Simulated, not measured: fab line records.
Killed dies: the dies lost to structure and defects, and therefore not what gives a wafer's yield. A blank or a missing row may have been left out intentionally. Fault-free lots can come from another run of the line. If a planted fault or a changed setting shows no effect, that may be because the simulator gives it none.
Chamber matching || flow nand_harc || NHARC_P_M0_ETCH_34 on rie_diel-07 has 4 sister chambers
The step etches the open film in N2/H2, target depth 40 nm, overetch 12 nm, time 43.94 s. 20 wafers are shown with their chamber, then 10 later ones without.

## EACH WAFER AND ITS CHAMBER
{"wafer": "L076.1", "chamber": 1, "drypump_motor_current_A (A)": 6.1, "showerhead_plenum_p_Torr (Torr)": 2.22, "rf_vpp_V (V)": 435.7}
{"wafer": "L076.4", "chamber": 1, "drypump_motor_current_A (A)": 6.1, "showerhead_plenum_p_Torr (Torr)": 2.22, "rf_vpp_V (V)": 433.7}
{"wafer": "L076.6", "chamber": 0, "drypump_motor_current_A (A)": 6.1, "showerhead_plenum_p_Torr (Torr)": 2.11, "rf_vpp_V (V)": 433.0}
{"wafer": "L080.3", "chamber": 2, "drypump_motor_current_A (A)": 6.5, "showerhead_plenum_p_Torr (Torr)": 2.08, "rf_vpp_V (V)": 430.9}
{"wafer": "L080.4", "chamber": 1, "drypump_motor_current_A (A)": 6.1, "showerhead_plenum_p_Torr (Torr)": 2.21, "rf_vpp_V (V)": 435.4}
{"wafer": "L080.5", "chamber": 3, "drypump_motor_current_A (A)": 5.2, "showerhead_plenum_p_Torr (Torr)": 2.00, "rf_vpp_V (V)": 429.7}
{"wafer": "L082.1", "chamber": 0, "drypump_motor_current_A (A)": 6.0, "showerhead_plenum_p_Torr (Torr)": 2.10, "rf_vpp_V (V)": 431.2}
{"wafer": "L082.2", "chamber": 3, "drypump_motor_current_A (A)": 5.1, "showerhead_plenum_p_Torr (Torr)": 1.99, "rf_vpp_V (V)": 429.4}
{"wafer": "L082.6", "chamber": 2, "drypump_motor_current_A (A)": 6.5, "showerhead_plenum_p_Torr (Torr)": 2.07, "rf_vpp_V (V)": 432.8}
{"wafer": "L086.2", "chamber": 2, "drypump_motor_current_A (A)": 6.5, "showerhead_plenum_p_Torr (Torr)": 2.07, "rf_vpp_V (V)": 429.8}
{"wafer": "L086.4", "chamber": 3, "drypump_motor_current_A (A)": 5.1, "showerhead_plenum_p_Torr (Torr)": 1.99, "rf_vpp_V (V)": 429.8}
{"wafer": "L086.6", "chamber": 3, "drypump_motor_current_A (A)": 5.1, "showerhead_plenum_p_Torr (Torr)": 1.99, "rf_vpp_V (V)": 430.7}
{"wafer": "L087.2", "chamber": 2, "drypump_motor_current_A (A)": 6.5, "showerhead_plenum_p_Torr (Torr)": 2.07, "rf_vpp_V (V)": 430.7}
{"wafer": "L087.3", "chamber": 3, "drypump_motor_current_A (A)": 5.1, "showerhead_plenum_p_Torr (Torr)": 1.99, "rf_vpp_V (V)": 428.8}
{"wafer": "L087.5", "chamber": 1, "drypump_motor_current_A (A)": 6.1, "showerhead_plenum_p_Torr (Torr)": 2.20, "rf_vpp_V (V)": 435.4}
{"wafer": "L088.2", "chamber": 3, "drypump_motor_current_A (A)": 5.1, "showerhead_plenum_p_Torr (Torr)": 1.99, "rf_vpp_V (V)": 427.3}
{"wafer": "L088.4", "chamber": 0, "drypump_motor_current_A (A)": 6.1, "showerhead_plenum_p_Torr (Torr)": 2.09, "rf_vpp_V (V)": 431.6}
{"wafer": "L088.5", "chamber": 0, "drypump_motor_current_A (A)": 6.0, "showerhead_plenum_p_Torr (Torr)": 2.09, "rf_vpp_V (V)": 432.4}
{"wafer": "L090.2", "chamber": 0, "drypump_motor_current_A (A)": 6.0, "showerhead_plenum_p_Torr (Torr)": 2.09, "rf_vpp_V (V)": 431.9}
{"wafer": "L090.3", "chamber": 3, "drypump_motor_current_A (A)": 5.1, "showerhead_plenum_p_Torr (Torr)": 1.98, "rf_vpp_V (V)": 429.5}

SIGNATURES (averages over the wafers above)
{"reading": "drypump_motor_current_A", "chamber 0": 6.040, "chamber 1": 6.100, "chamber 2": 6.500, "chamber 3": 5.114, "scatter within a chamber": 0.0359}
{"reading": "showerhead_plenum_p_Torr", "chamber 0": 2.0960, "chamber 1": 2.2125, "chamber 2": 2.0725, "chamber 3": 1.9900, "scatter within a chamber": 0.00737}
{"reading": "rf_vpp_V", "chamber 0": 432.020, "chamber 1": 435.050, "chamber 2": 431.050, "chamber 3": 429.314, "scatter within a chamber": 0.997}
Rule: a wafer's distance from a chamber is the root of the sum, over the readings, of the square of ((its reading less the chamber's mean) divided by the reading's scatter). If the next closest chamber is less than 2 further off than the closest, the wafer can't be placed; otherwise it belongs to the closest. How the scatter is found: for the shown wafers, subtract from each reading the mean of its chamber, square and add these, divide the total by (wafers less chambers), then take the root.

## WAFERS WITH NO CHAMBER GIVEN
{"wafer": "L090.4", "drypump_motor_current_A (A)": 5.1, "showerhead_plenum_p_Torr (Torr)": 1.98, "rf_vpp_V (V)": 427.4}
{"wafer": "L091.2", "drypump_motor_current_A (A)": 6.1, "showerhead_plenum_p_Torr (Torr)": 2.19, "rf_vpp_V (V)": 433.0}
{"wafer": "L091.4", "drypump_motor_current_A (A)": 6.5, "showerhead_plenum_p_Torr (Torr)": 2.06, "rf_vpp_V (V)": 430.2}
{"wafer": "L091.5", "drypump_motor_current_A (A)": 5.1, "showerhead_plenum_p_Torr (Torr)": 1.98, "rf_vpp_V (V)": 430.2}
{"wafer": "L094.1", "drypump_motor_current_A (A)": 6.1, "showerhead_plenum_p_Torr (Torr)": 2.09, "rf_vpp_V (V)": 431.8}
{"wafer": "L094.2", "drypump_motor_current_A (A)": 5.2, "showerhead_plenum_p_Torr (Torr)": 1.98, "rf_vpp_V (V)": 428.2}
{"wafer": "L094.4", "drypump_motor_current_A (A)": 6.1, "showerhead_plenum_p_Torr (Torr)": 2.19, "rf_vpp_V (V)": 435.0}
{"wafer": "L096.2", "drypump_motor_current_A (A)": 6.5, "showerhead_plenum_p_Torr (Torr)": 2.06, "rf_vpp_V (V)": 429.7}
{"wafer": "L096.5", "drypump_motor_current_A (A)": 5.1, "showerhead_plenum_p_Torr (Torr)": 1.98, "rf_vpp_V (V)": 428.9}
{"wafer": "L096.6", "drypump_motor_current_A (A)": 6.5, "showerhead_plenum_p_Torr (Torr)": 2.06, "rf_vpp_V (V)": 429.2}

## CHAMBER TAKEN BY EACH
{"wafer": "L090.4", "from the rows above": 3, "in truth": 3}
{"wafer": "L091.2", "from the rows above": 1, "in truth": 1}
{"wafer": "L091.4", "from the rows above": 2, "in truth": 2}
{"wafer": "L091.5", "from the rows above": 3, "in truth": 3}
{"wafer": "L094.1", "from the rows above": 0, "in truth": 0}
{"wafer": "L094.2", "from the rows above": 3, "in truth": 3}
{"wafer": "L094.4", "from the rows above": 1, "in truth": 1}
{"wafer": "L096.2", "from the rows above": 2, "in truth": 2}
{"wafer": "L096.5", "from the rows above": 3, "in truth": 3}
{"wafer": "L096.6", "from the rows above": 2, "in truth": 2}
Placed correctly: 10 of 10. Can't be placed from these rows: 0. 0 placed wrongly.
